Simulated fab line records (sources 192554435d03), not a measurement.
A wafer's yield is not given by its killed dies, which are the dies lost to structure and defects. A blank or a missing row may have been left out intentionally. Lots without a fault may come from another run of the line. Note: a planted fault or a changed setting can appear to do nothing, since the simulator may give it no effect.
fab line records	flow n5Finfet	part 1 of 2: steps 1 to 18 of 25
record lots=5	wafers=15	lastDay=17
route steps=1938 shown BEOL_M9@1427
lots that met no fault: taken from a fault-free run of the same line
startH: the number of hours between the record's first day and the start of the first shown wafer of the lot	waitH: hours from the lot's prior step to this one	" repeats the value in the row above	L1.1+2: a row that stands for several wafers	- no value, or no start given	* or withheld: withheld	< > ~ a bound
route shown NAME@n: a module of which the file shows steps, and the number in the route of the first	usual: mean and standard deviation over wafers with no fault	same: alike in all rows	chamber/n: place in a boat	sites: per-site readings	_std_site: standard deviation of those values	_edge_site: outer sites' mean less inner sites'	radiusMm: how far each site lies from the wafer's centre	mask NAME#n: copy n	behind: the tool/chamber that last shaped the wafer	hold: the reason the lot was held/the length of the hold in hours/how it ended	device: the n, p or np transistor that did not switch	end of line: the route-end tests of the same wafers	for a step that has no rows: nothing shown but its recipe	killed: dies that structure and defects cost at the first sort, which is not the same as the wafer's yield	map: a wafer's dies, marking killed ones x, the rest . and places with no die _
set.NAME: the setting that was run; set.NAME@STEP: the one run at that earlier step	model.NAME: the simulator's own value behind a step, which no gauge read
lots seen at some steps along the route; tables by step, rows by wafer
services: a tool's chamber out of use, with start hour (startH, from the record's first day; less than 0 if before it), hours out, and reason
## steps
# step N5_BEOL_M9_COAT_75
# recipe resist=underlayer	tempC=205	timeS=60	spinRpm=1500	resistThkNm=5
# usual exhaustPa=44.9/1
# same timeS=60
lot.wafer	tool	chamber	startH	waitH	exhaustPa
L077.2	lithoTrack-04	0	-	-	45.8
L077.4	"	0	"	"	45.7
L077.5	"	0	"	"	45.4
L080.1	lithoTrack-05	0	-	-	44.3
L080.3	"	0	"	"	45.9
L080.6	"	0	"	"	44.5
L082.2	lithoTrack-04	0	-	-	45.0
L082.4	"	0	"	"	44.6
L082.6	"	0	"	"	46.1
L090.2	lithoTrack-03	0	-	-	45.9
L090.4	"	0	"	"	44.5
L090.6	"	0	"	"	44.2
L094.2	lithoTrack-03	0	-	-	45.6
L094.3	"	0	"	"	44.2
L094.4	"	0	"	"	44.9
# step N5_BEOL_M9_COAT_22
# recipe resist=CAR-EUV	spinRpm=1500	resistThkNm=30
# usual exhaustPa=44.9/0.9
lot.wafer	tool	chamber	startH	waitH	exhaustPa
L077.2	lithoTrack-04	0	-	-	44.2
L077.4	"	0	"	"	44.0
L077.5	"	0	"	"	43.6
L080.1	lithoTrack-05	0	-	-	45.4
L080.3	"	0	"	"	45.2
L080.6	"	0	"	"	43.8
L082.2	lithoTrack-04	0	-	-	46.0
L082.4	"	0	"	"	44.0
L082.6	"	0	"	"	44.2
L090.2	lithoTrack-03	0	-	-	45.2
L090.4	"	0	"	"	45.6
L090.6	"	0	"	"	44.9
L094.2	lithoTrack-03	0	-	-	44.3
L094.3	"	0	"	"	44.9
L094.4	"	0	"	"	45.8
# step N5_BEOL_M9_EBR_24
# recipe solvent=PGMEA	ebrWidthMm=1.5
# usual exhaustPa=45.0/0.84
lot.wafer	tool	chamber	startH	waitH	exhaustPa
L077.2	lithoTrack-04	0	-	-	46.7
L077.4	"	0	"	"	46.0
L077.5	"	0	"	"	46.4
L080.1	lithoTrack-05	0	-	-	45.8
L080.3	"	0	"	"	44.5
L080.6	"	0	"	"	46.1
L082.2	lithoTrack-04	0	-	-	44.2
L082.4	"	0	"	"	44.3
L082.6	"	0	"	"	44.2
L090.2	lithoTrack-03	0	-	-	45.3
L090.4	"	0	"	"	43.6
L090.6	"	0	"	"	44.8
L094.2	lithoTrack-03	0	-	-	44.1
L094.3	"	0	"	"	45.3
L094.4	"	0	"	"	45.9
# step N5_BEOL_M9_SOFTBAKE_23
# recipe tempC=110	timeS=60	resist=CAR-EUV
# usual exhaustPa=44.6/0.91
# same timeS=60
lot.wafer	tool	chamber	startH	waitH	exhaustPa
L077.2	lithoTrack-04	0	-	-	44.0
L077.4	"	0	"	"	43.9
L077.5	"	0	"	"	43.9
L080.1	lithoTrack-05	0	-	-	43.5
L080.3	"	0	"	"	44.0
L080.6	"	0	"	"	44.7
L082.2	lithoTrack-04	0	-	-	45.6
L082.4	"	0	"	"	45.0
L082.6	"	0	"	"	45.8
L090.2	lithoTrack-03	0	-	-	46.5
L090.4	"	0	"	"	46.3
L090.6	"	0	"	"	46.0
L094.2	lithoTrack-03	0	-	-	43.1
L094.3	"	0	"	"	44.6
L094.4	"	0	"	"	43.7
# step N5_BEOL_M9_EXPOSE_25
# recipe maskId=V8	na=0.33	sourceShape=annular	sigmaInner=0.4	sigmaOuter=0.8	polarization=unpolarized	doseMj=37.25
# usual focusOffsetNm=0.0/0.49
lot.wafer	tool	chamber	startH	waitH	mask	focusOffsetNm
L077.2	euvScanner-01	0	248.16	-	V8#0	0.3
L077.4	"	0	"	"	V8#0	-0.4
L077.5	"	0	"	"	V8#0	0.5
L080.1	euvScanner-01	0	261.07	-	V8#0	-0.2
L080.3	"	0	"	"	V8#0	-0.5
L080.6	"	0	"	"	V8#0	0.0
L082.2	euvScanner-01	0	266.32	-	V8#0	0.8
L082.4	"	0	"	"	V8#0	0.5
L082.6	"	0	"	"	V8#0	0.2
L090.2	euvScanner-01	0	322.91	-	V8#0	0.2
L090.4	"	0	"	"	V8#0	0.3
L090.6	"	0	"	"	V8#0	-0.2
L094.2	euvScanner-02	0	352.93	-	V8#0	0.6
L094.3	"	0	"	"	V8#0	0.2
L094.4	"	0	"	"	V8#0	0.1
# step N5_BEOL_M9_PEB_26
# recipe pebTempC=100	pebTimeS=60	resist=CAR-EUV
# usual exhaustPa=45.1/0.84
# same pebTimeS=60
lot.wafer	tool	chamber	startH	waitH	exhaustPa
L077.2	lithoTrack-05	0	248.22	0.0	44.1
L077.4	"	0	"	"	44.8
L077.5	"	0	"	"	46.4
L080.1	lithoTrack-05	0	261.13	0.1	44.3
L080.3	"	0	"	"	44.7
L080.6	"	0	"	"	44.4
L082.2	lithoTrack-03	0	266.37	0.0	44.1
L082.4	"	0	"	"	45.0
L082.6	"	0	"	"	46.0
L090.2	lithoTrack-05	0	322.96	0.0	44.3
L090.4	"	0	"	"	44.9
L090.6	"	0	"	"	45.2
L094.2	lithoTrack-03	0	352.99	0.0	44.2
L094.3	"	0	"	"	46.7
L094.4	"	0	"	"	44.3
# step N5_BEOL_M9_DEVELOP_27
# recipe developTimeS=30	developer=TMAH	resist=CAR-EUV	rinseLiquid=surfactantRinse	dry=airSpin	devTempC=23
# usual exhaustPa=44.9/0.9
lot.wafer	tool	chamber	startH	waitH	exhaustPa
L077.2	lithoTrack-05	0	-	-	44.9
L077.4	"	0	"	"	45.0
L077.5	"	0	"	"	44.1
L080.1	lithoTrack-05	0	-	-	45.3
L080.3	"	0	"	"	45.2
L080.6	"	0	"	"	44.7
L082.2	lithoTrack-03	0	-	-	44.9
L082.4	"	0	"	"	46.1
L082.6	"	0	"	"	46.0
L090.2	lithoTrack-05	0	-	-	45.3
L090.4	"	0	"	"	45.3
L090.6	"	0	"	"	45.2
L094.2	lithoTrack-03	0	-	-	44.0
L094.3	"	0	"	"	44.9
L094.4	"	0	"	"	45.7
# step N5_BEOL_M9_CD_MEAS_28
# recipe targetCdNm=70	landingEnergyEv=500	detector=seInlens	polarity=opening
# usual cdNm=70.15/0.27
lot.wafer	tool	chamber	startH	waitH	cdNm
L077.2	cdSem-02	0	248.29	-	70.05
L077.4	"	0	"	"	70.44
L077.5	"	0	"	"	69.76
L080.1	cdSem-02	0	261.20	-	70.41
L080.3	"	0	"	"	70.04
L080.6	"	0	"	"	69.79
L082.2	cdSem-02	0	266.44	-	69.77
L082.4	"	0	"	"	70.29
L082.6	"	0	"	"	69.97
L090.2	cdSem-03	0	323.03	-	70.10
L090.4	"	0	"	"	70.32
L090.6	"	0	"	"	70.43
L094.2	cdSem-03	0	353.05	-	70.01
L094.3	"	0	"	"	69.78
L094.4	"	0	"	"	69.62
# step N5_BEOL_M9_OVL_MEAS_29
# recipe pointsPerWafer=522
# usual V8_OVL=-0.5/0.64
lot.wafer	tool	chamber	startH	waitH	V8_OVL[nm]
L077.2	overlay-01	0	248.32	0.0	-1.1
L077.4	"	0	"	"	-0.1
L077.5	"	0	"	"	-0.7
L080.1	overlay-01	0	261.23	0.0	0.2
L080.3	"	0	"	"	-0.2
L080.6	"	0	"	"	-0.2
L082.2	overlay-01	0	266.47	0.0	-1.6
L082.4	"	0	"	"	-1.9
L082.6	"	0	"	"	-1.8
L090.2	overlay-02	0	323.07	0.0	-0.2
L090.4	"	0	"	"	0.2
L090.6	"	0	"	"	-0.5
L094.2	overlay-02	0	353.09	0.0	0.5
L094.3	"	0	"	"	-0.6
L094.4	"	0	"	"	-0.2
# step N5_BEOL_M9_INSPECT_30
# recipe mode=adi	inspectInstrument=brightfield
# usual rawDefectCount=417/93
lot.wafer	tool	chamber	startH	waitH	rawDefectCount
L077.2	defectInspect-01	-	248.37	0.0	478
L077.4	"	-	"	"	410
L077.5	"	-	"	"	467
L080.1	defectInspect-02	-	261.29	0.1	452
L080.3	"	-	"	"	492
L080.6	"	-	"	"	324
L082.2	defectInspect-02	-	266.53	0.0	429
L082.4	"	-	"	"	342
L082.6	"	-	"	"	492
L090.2	defectInspect-02	-	323.12	0.0	501
L090.4	"	-	"	"	425
L090.6	"	-	"	"	348
L094.2	defectInspect-02	-	353.14	0.0	500
L094.3	"	-	"	"	354
L094.4	"	-	"	"	397
# step N5_BEOL_M9_DESCUM_33
# recipe chemistry=O2	timeS=7	sourcePowerW=50	biasPowerW=20	pressureMtorr=20	rfFrequencyHz=2.712e+07	tempC=40	resist=CAR-EUV	o2FlowSccm=225
# usual biasPowerW=20.00/0.059	drypumpMotorCurrentA=5.7/0.39	oesProductAu=0.80/0.071	rfVppV=243.3/1	showerheadPlenumPTorr=2.11/0.043	tempC=39.98/0.1	throttleValvePct=20.41/0.18
# same timeS=7
lot.wafer	tool	chamber	startH	waitH	biasPowerW	drypumpMotorCurrentA	oesProductAu	rfHoursCounterH	rfVppV	showerheadPlenumPTorr	tempC	throttleValvePct
L077.2	rieDiel-05	2	248.41	0.0	19.99	5.5	0.87	62	244.5	2.14	39.89	20.48
L077.4	"	3	"	"	20.03	5.6	0.87	37	243.4	2.06	40.08	20.37
L077.5	"	1	"	"	20.03	5.6	0.73	-	242.7	2.10	39.88	20.53
L080.1	rieDiel-05	3	261.32	0.0	20.09	5.6	0.87	41	241.9	2.06	39.81	20.36
L080.3	"	1	"	"	19.97	5.6	0.74	179	242.1	2.10	40.17	20.54
L080.6	"	1	"	"	20.05	5.6	0.73	-	242.0	2.10	40.23	20.54
L082.2	rieDiel-02	1	266.69	0.2	20.05	4.9	0.93	19	243.6	2.12	39.91	20.05
L082.4	"	1	"	"	20.08	4.9	0.92	-	243.9	2.12	40.02	20.05
L082.6	"	0	"	"	20.08	5.3	0.91	-	245.0	2.22	39.99	20.02
L090.2	rieDiel-04	3	323.15	0.0	20.04	5.7	0.81	80	244.2	2.09	39.73	20.42
L090.4	"	0	"	"	19.99	5.9	0.73	179	241.9	2.11	39.83	20.50
L090.6	"	3	"	"	20.09	5.7	0.82	-	242.1	2.09	39.83	20.40
L094.2	rieDiel-04	3	353.18	0.0	19.96	5.7	0.80	89	242.9	2.09	40.10	20.42
L094.3	"	1	"	"	19.93	5.3	0.84	61	242.5	2.02	39.93	20.18
L094.4	"	0	"	"	20.00	5.9	0.73	188	243.6	2.10	40.06	20.49
# step N5_BEOL_M9_ETCH_76
# recipe chemistry=N2/H2	target=underlayer	targetDepthA=65	maskMaterial=CAR-EUV	timeS=5.2	ionEnergyEv=200	pressureMtorr=30	sourceW=840	biasW=150	n2FlowSccm=200	h2FlowSccm=200	ends=cleared
# usual drypumpMotorCurrentA=5.7/0.39	etchRfOnTimeS=5.22/0.12	oesProductAu=0.68/0.059	rfVppV=524.3/2	showerheadPlenumPTorr=2.56/0.063	throttleValvePct=17.85/0.25
lot.wafer	tool	chamber	startH	waitH	drypumpMotorCurrentA	etchRfOnTimeS	oesProductAu	rfHoursCounterH	rfVppV	showerheadPlenumPTorr	throttleValvePct
L077.2	rieDiel-05	2	248.44	0.0	5.5	5.31	0.73	62	524.0	2.59	17.76
L077.4	"	3	"	"	5.6	5.12	0.75	37	522.2	2.46	17.44
L077.5	"	1	"	"	5.6	5.02	0.63	-	524.0	2.52	17.75
L080.1	rieDiel-05	3	261.36	0.0	5.6	5.17	0.74	41	522.1	2.46	17.42
L080.3	"	1	"	"	5.6	5.08	0.63	179	524.8	2.52	17.79
L080.6	"	1	"	"	5.6	5.09	0.63	-	523.5	2.52	17.75
L082.2	rieDiel-02	1	266.73	0.0	4.9	5.33	0.77	19	526.2	2.59	17.53
L082.4	"	1	"	"	4.9	5.31	0.78	-	525.8	2.59	17.51
L082.6	"	0	"	"	5.4	5.25	0.76	-	530.3	2.73	17.66
L090.2	rieDiel-04	3	323.19	0.0	5.7	5.35	0.68	80	523.7	2.60	18.06
L090.4	"	0	"	"	5.9	5.17	0.63	179	522.9	2.52	17.69
L090.6	"	3	"	"	5.7	5.30	0.70	-	525.9	2.60	18.08
L094.2	rieDiel-04	3	353.21	0.0	5.7	5.37	0.68	89	523.3	2.59	18.08
L094.3	"	1	"	"	5.4	5.23	0.72	61	522.5	2.47	17.79
L094.4	"	0	"	"	5.9	5.17	0.62	188	523.5	2.51	17.73
# step N5_BEOL_M9_ETCH_65
# recipe chemistry=CF4	target=SiARC	targetDepthA=156	maskMaterial=CAR-EUV	timeS=26	ionEnergyEv=80	pressureMtorr=40	sourceW=545	biasW=36	Ar_flow_sccm=100	cf4FlowSccm=100	ends=cleared
# usual drypumpMotorCurrentA=5.7/0.39	etchRfOnTimeS=26.1/0.49	oesProductAu=0.68/0.059	rfVppV=184.2/0.94	showerheadPlenumPTorr=2.16/0.045	throttleValvePct=15.59/0.2
lot.wafer	tool	chamber	startH	waitH	drypumpMotorCurrentA	etchRfOnTimeS	oesProductAu	rfHoursCounterH	rfVppV	showerheadPlenumPTorr	throttleValvePct
L077.2	rieDiel-05	2	248.46	0.0	5.5	26.6	0.72	62	184.8	2.17	15.49
L077.4	"	3	"	"	5.6	26.3	0.75	37	184.5	2.10	15.44
L077.5	"	1	"	"	5.6	25.6	0.63	-	184.1	2.14	15.62
L080.1	rieDiel-05	3	261.37	0.0	5.6	25.9	0.75	41	183.1	2.10	15.44
L080.3	"	1	"	"	5.6	25.5	0.63	179	183.4	2.14	15.62
L080.6	"	1	"	"	5.6	25.5	0.63	-	184.4	2.14	15.62
L082.2	rieDiel-02	1	266.75	0.0	4.9	26.9	0.77	19	186.5	2.18	15.28
L082.4	"	1	"	"	4.9	26.8	0.77	-	185.1	2.18	15.28
L082.6	"	0	"	"	5.4	26.3	0.77	-	185.3	2.27	15.26
L090.2	rieDiel-04	3	323.20	0.0	5.7	26.5	0.70	80	183.9	2.18	15.77
L090.4	"	0	"	"	5.9	25.7	0.63	179	183.5	2.12	15.51
L090.6	"	3	"	"	5.7	26.3	0.69	-	184.6	2.18	15.78
L094.2	rieDiel-04	3	353.23	0.0	5.7	26.4	0.68	89	184.2	2.18	15.80
L094.3	"	1	"	"	5.4	25.6	0.72	61	183.6	2.07	15.38
L094.4	"	0	"	"	5.9	25.4	0.63	188	182.4	2.12	15.53
# step N5_BEOL_M9_ETCH_66
# recipe chemistry=N2/H2	target=SOC	targetDepthA=800	overetchA=160	maskMaterial=SiARC	tempC=40	timeS=120	ionEnergyEv=200	pressureMtorr=30	sourceW=840	biasW=150	n2FlowSccm=200	h2FlowSccm=200
# usual drypumpMotorCurrentA=5.7/0.39	oesProductAu=0.61/0.052	rfVppV=524.4/1.6	showerheadPlenumPTorr=2.56/0.063	tempC=39.99/0.11	throttleValvePct=17.82/0.24
# same timeS=120
lot.wafer	tool	chamber	startH	waitH	drypumpMotorCurrentA	oesProductAu	rfHoursCounterH	rfVppV	showerheadPlenumPTorr	tempC	throttleValvePct
L077.2	rieDiel-05	2	248.49	0.0	5.5	0.66	62	524.5	2.59	40.09	17.71
L077.4	"	3	"	"	5.6	0.67	37	522.3	2.47	40.08	17.39
L077.5	"	1	"	"	5.6	0.56	-	523.3	2.52	39.95	17.70
L080.1	rieDiel-05	3	261.40	0.0	5.6	0.67	41	522.1	2.46	39.92	17.41
L080.3	"	1	"	"	5.6	0.56	179	523.3	2.52	40.17	17.73
L080.6	"	1	"	"	5.6	0.56	-	524.9	2.52	40.23	17.71
L082.2	rieDiel-02	1	266.77	0.0	4.9	0.70	19	523.6	2.59	39.89	17.48
L082.4	"	1	"	"	4.9	0.70	-	526.1	2.59	39.95	17.49
L082.6	"	0	"	"	5.4	0.69	-	527.7	2.73	39.99	17.64
L090.2	rieDiel-04	3	323.23	0.0	5.7	0.62	80	524.6	2.60	39.96	18.04
L090.4	"	0	"	"	5.9	0.56	179	522.8	2.52	40.19	17.67
L090.6	"	3	"	"	5.7	0.62	-	525.2	2.60	39.99	18.04
L094.2	rieDiel-04	3	353.26	0.0	5.7	0.62	89	524.2	2.59	40.02	18.04
L094.3	"	1	"	"	5.4	0.64	61	522.4	2.47	39.83	17.74
L094.4	"	0	"	"	5.9	0.56	188	523.8	2.51	40.10	17.68
# step N5_BEOL_M9_STRIP_69
# recipe chemistry=N2/H2	tempC=40	n2FlowSccm=200	h2FlowSccm=200	rfFrequencyHz=6e+07
lot.wafer	tool	chamber	startH	waitH
L077.2+4+5	rieDiel-05	2,3,1	248.57	0.0
L080.1+3+6	rieDiel-05	3,1,1	261.48	0.0
L082.2+4+6	rieDiel-02	1,1,0	266.85	0.0
L090.2+4+6	rieDiel-04	3,0,3	323.31	0.0
L094.2+3+4	rieDiel-04	3,1,0	353.34	0.0
# step N5_BEOL_M9_STRIP_77
# recipe chemistry=N2/H2	tempC=40	n2FlowSccm=200	h2FlowSccm=200	rfFrequencyHz=6e+07
lot.wafer	tool	chamber	startH	waitH
L077.2+4+5	rieDiel-05	2,3,1	248.58	0.0
L080.1+3+6	rieDiel-05	3,1,1	261.49	0.0
L082.2+4+6	rieDiel-02	1,1,0	266.86	0.0
L090.2+4+6	rieDiel-04	3,0,3	323.32	0.0
L094.2+3+4	rieDiel-04	3,1,0	353.35	0.0
# step N5_BEOL_M9_VIA_ETCH_34
# recipe chemistry=C4F6/O2	target=SiCOH_lowk	targetDepthA=1824	maskMaterial=SOC	taperDeg=4	timeS=68.4	ionEnergyEv=250	pressureMtorr=30	sourceW=345	biasW=185	Ar_flow_sccm=300	C4F6_flow_sccm=10	O2_flow_sccm=10
# usual C4F6_flow_sccm=9.997/0.029	drypumpMotorCurrentA=5.7/0.39	oes_ar_750_au=0.80/0.065	oesProductAu=0.80/0.071	rfVppV=668/7.9	showerheadPlenumPTorr=2.87/0.059	throttleValvePct=20.90/0.21
# same timeS=68.4
lot.wafer	tool	chamber	startH	waitH	C4F6_flow_sccm	drypumpMotorCurrentA	oes_ar_750_au	oesProductAu	rfHoursCounterH	rfVppV	showerheadPlenumPTorr	throttleValvePct
L077.2	rieDiel-05	2	248.59	0.0	10.021	5.5	0.85	0.86	62	663	2.87	20.74
L077.4	"	3	"	"	10.003	5.6	0.89	0.88	37	666	2.81	20.86
L077.5	"	1	"	"	9.969	5.6	0.74	0.74	-	663	2.85	20.96
L080.1	rieDiel-05	3	261.50	0.0	9.964	5.6	0.87	0.87	41	665	2.80	20.87
L080.3	"	1	"	"	10.015	5.6	0.73	0.73	179	663	2.85	20.93
L080.6	"	1	"	"	10.013	5.6	0.73	0.72	-	663	2.85	20.95
L082.2	rieDiel-02	1	266.87	0.0	9.978	4.9	0.90	0.91	19	659	2.90	20.60
L082.4	"	1	"	"	9.942	4.9	0.91	0.91	-	660	2.90	20.57
L082.6	"	0	"	"	9.981	5.4	0.88	0.90	-	671	3.01	20.50
L090.2	rieDiel-04	3	323.33	0.0	10.020	5.7	0.80	0.82	80	680	2.89	21.11
L090.4	"	0	"	"	9.948	5.9	0.74	0.74	179	657	2.85	20.85
L090.6	"	3	"	"	9.978	5.7	0.81	0.82	-	682	2.89	21.10
L094.2	rieDiel-04	3	353.36	0.0	9.986	5.7	0.79	0.80	89	681	2.89	21.11
L094.3	"	1	"	"	9.973	5.3	0.85	0.84	61	671	2.76	20.70
L094.4	"	0	"	"	9.950	5.9	0.73	0.72	189	657	2.84	20.88
# step N5_BEOL_M9_STRIP_73
# recipe chemistry=C4F6/O2	resist=SiARC	rfFrequencyHz=6e+07
lot.wafer	tool	chamber	startH	waitH
L077.2+4+5	rieDiel-05	2,3,1	248.64	0.0
L080.1+3+6	rieDiel-05	3,1,1	261.55	0.0
L082.2+4+6	rieDiel-02	1,1,0	266.93	0.0
L090.2+4+6	rieDiel-04	3,0,3	323.39	0.0
L094.2+3+4	rieDiel-04	3,1,0	353.41	0.0
